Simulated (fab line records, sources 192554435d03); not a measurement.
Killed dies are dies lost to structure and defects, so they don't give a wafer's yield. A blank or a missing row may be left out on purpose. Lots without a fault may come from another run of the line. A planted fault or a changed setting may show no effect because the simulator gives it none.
Problem report in the 8D (eight disciplines) form, filled by code | flow n5_finfet | the parts of the form that need people (team, actions taken, sign-off) are left out

1. THE PROBLEM
bias_w at N5_BEOL_M4_ETCH_64 reads a mean of 137.9 W on 6 wafers of 2 lots; wafers without a fault read 150.1 W with a standard deviation of 0.44. That is -28 standard deviations from the usual mean.
The step: etches SOC in N2/H2, target depth 75 nm, overetch 22.5 nm, time 121.9 s.
First seen on wafer L291.1, day 11 05:23, on rie_diel-02. The record holds 29 wafers of 10 lots with a number at this step. Rule for "out", or "out of limits": more than 4 standard deviations from the usual mean. The other wafers with a number count as sound.

2. WHAT IT IS AND WHAT IT IS NOT
question                    | is                     | is not
which readings at this step | bias_w, rf_vpp_V       | drypump_motor_current_A, oes_product_au, showerhead_plenum_p_Torr, throttle_valve_pct
which lots                  | L290, L291             | L279, L283, L286, L289, L295, L298, L299, L300
which wafers of those lots  | all that have a number | -
read on which tools         | rie_diel-02            | rie_diel-01, rie_diel-06
when                        | from day 11 05:23      | up to then (11 sound wafers); but 12 sound wafers of L295, L298, L299, L300 came after

3. SUSPECTS, AND WHAT RULES EACH OUT
Counting: a tool at a process step up to the reading stays a suspect if it ran every lot that is out and no sound lot after the first of them.
- rie_diel-02 at N5_BEOL_M4_DESCUM_16 (chemistry O2, time 7 s): kept. It ran every lot that is out, first L291 (day 11 05:19), and no sound lot after that; its last sound lot up to then is L286 (day 9 17:33).
- rie_diel-02 at N5_BEOL_M4_ETCH_64 (etches SOC in N2/H2, target depth 75 nm, overetch 22.5 nm, time 121.9 s): kept. It ran every lot that is out, first L291 (day 11 05:23), and no sound lot after that; its last sound lot up to then is L286 (day 9 17:38). Its own readings are out on those wafers: bias_w, rf_vpp_V.
Left after counting: rie_diel-02 at N5_BEOL_M4_DESCUM_16, rie_diel-02 at N5_BEOL_M4_ETCH_64.

4. THE CAUSE (what the simulator had put in)
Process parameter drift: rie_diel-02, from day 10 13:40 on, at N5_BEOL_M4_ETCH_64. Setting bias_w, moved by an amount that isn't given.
Counting left 2 suspects, and this tool is among them.

5. THE CHAIN OF EFFECTS, in route order
Each row: a reading whose mean over the struck wafers that have a number lies more than 3 standard deviations from the usual. Only readings for which the record gives a usual standard deviation are gone through. hours: the time from each lot's start at the first step in this table that gives one to its start at this step, as a median over the lots. sigmas: the change in usual standard deviations.
hours | step               | reading  | usual   | on struck wafers | change | sigmas
0     | N5_BEOL_M4_ETCH_64 | bias_w   | 150.1 W | 137.9            | -12.2  | -28
0     | N5_BEOL_M4_ETCH_64 | rf_vpp_V | 524.8 V | 497.1            | -27.7  | -14
The process steps in it:
- N5_BEOL_M4_ETCH_64: etches SOC in N2/H2, target depth 75 nm, overetch 22.5 nm, time 121.9 s.
Later measuring or inspecting steps at which every struck wafer that the step has a row for has a number for every such reading, and none has moved that far: N5_BEOL_M4_RC_MEAS_101.

6. WHAT WOULD HAVE CAUGHT IT SOONER
In this record the first reading out of limits was taken at day 11 05:23, 16 hours after the fault began at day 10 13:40.
